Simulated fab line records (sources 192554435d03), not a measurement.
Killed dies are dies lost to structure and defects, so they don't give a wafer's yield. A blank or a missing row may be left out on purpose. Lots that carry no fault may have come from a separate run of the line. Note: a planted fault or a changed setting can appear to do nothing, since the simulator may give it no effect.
The tool behind it: which one? ; flow n5-finfet ; 12 lots, 36 wafers sampled, at 1 step of a route of 1938

## WHAT THE GAUGES READ, wafer by wafer
N5_MOL_CONTACT_COAG_CD_MEAS_84 targets a cd of 25.1 nm.
lot;measured;on;cd-nm (nm)
L075;day 5 11:15;cd-sem-03;25.21 24.95 24.81
L077;day 5 20:20;cd-sem-03;24.79 24.45 24.66
L079;day 6 12:13;cd-sem-01;24.82 24.53 24.93
L081;day 6 20:55;cd-sem-03;25.00 24.86 24.84
L083;day 7 09:25;cd-sem-01;25.38 25.52 24.89
L085;day 8 00:17;cd-sem-02;25.35 25.03 25.12
L087;day 8 07:52;cd-sem-03;25.04 25.33 25.14
L089;day 8 20:31;cd-sem-01;24.77 24.88 25.05
L091;day 9 09:21;cd-sem-02;25.20 24.75 25.32
L093;day 9 21:17;cd-sem-02;24.98 24.83 25.20
L095;day 10 03:56;cd-sem-03;25.43 25.53 25.25
L097;day 10 21:58;cd-sem-02;25.00 24.94 25.22

## EACH LOT AND THE TOOL THAT RAN IT (in order: tool; ch and the chambers of the sampled wafers; start)
Before these readings, the record contains no process step.

## THE ANSWER, worked out from the rows above alone
Rule: the usual values come from the lots themselves. The widest of any qualifying gaps counts: lots, ordered by their means at a reading, are off when they make up no more than a third of the lots, leave a main group of 4 or more, and stand apart from it by 3 or more times the standard deviation of that group's means. Not used: any main group whose means are identical at the precision the tables above print for the reading. Also off: a lot with no number at a reading for which 4 or more lots have one. Any other lot the step has rows for is counted as sound.
Across all readings shown, no lot is off: no conclusion can be drawn from this.

## WHAT THE SIMULATOR HAD INSERTED
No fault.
